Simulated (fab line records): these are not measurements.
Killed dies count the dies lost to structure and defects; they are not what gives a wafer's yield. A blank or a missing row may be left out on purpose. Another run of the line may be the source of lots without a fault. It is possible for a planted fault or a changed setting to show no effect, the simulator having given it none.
Chamber matching ; flow n5_finfet ; pecvd-04 running N5_BEOL_M14_ILD_DEP_00: 3 sister chambers
The step deposits SiO2 from TEOS/O2, target thk 1119.3 nm, time 237.4 s. 6 wafers are shown with their chamber, then 12 later ones without.

## EACH WAFER AND ITS CHAMBER
wafer;chamber;throttle_valve_pct (%);heater_power_w (W)
L088.5;1;18.7;312
L087.1;1;18.3;408
L087.5;0;19.0;541
L092.2;0;18.8;586
L092.3;2;17.3;620
L092.6;2;17.7;491

## WAFERS MISSING THEIR CHAMBER
wafer;throttle_valve_pct (%);heater_power_w (W)
L091.1;18.5;371
L091.4;18.7;583
L091.5;18.3;410
L094.2;18.9;487
L094.3;18.6;439
L094.4;17.4;618
L097.2;17.6;634
L097.4;18.6;311
L097.5;17.4;496
L096.3;18.5;419
L096.4;18.9;436
L096.5;17.6;486

## THE CHAMBER EACH PASSED THROUGH
wafer;from the rows above;in truth
L091.1;1;1
L091.4;0;0
L091.5;1;1
L094.2;can't be placed: 0 or 1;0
L094.3;can't be placed: 1 or 0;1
L094.4;2;2
L097.2;2;2
L097.4;1;1
L097.5;2;2
L096.3;can't be placed: 1 or 0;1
L096.4;can't be placed: 0 or 1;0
L096.5;2;2
Correctly placed: 8 of 12. Can't be placed from these rows: 4 (the true chamber is among the candidates in 4). Number placed wrongly: 0.
How it was worked out, from the rows above alone: a wafer's distance from a chamber is the root of the sum, over the readings, of the square of ((its reading less the chamber's mean) divided by the reading's scatter). If the next closest chamber is less than 2 further off than the closest, the wafer can't be placed; otherwise it belongs to the closest. Each chamber's mean is taken over the wafers shown for it. The scatter: take each reading less its chamber's mean, square it, sum over the shown wafers, divide by the number of wafers less the number of chambers, and take the root.
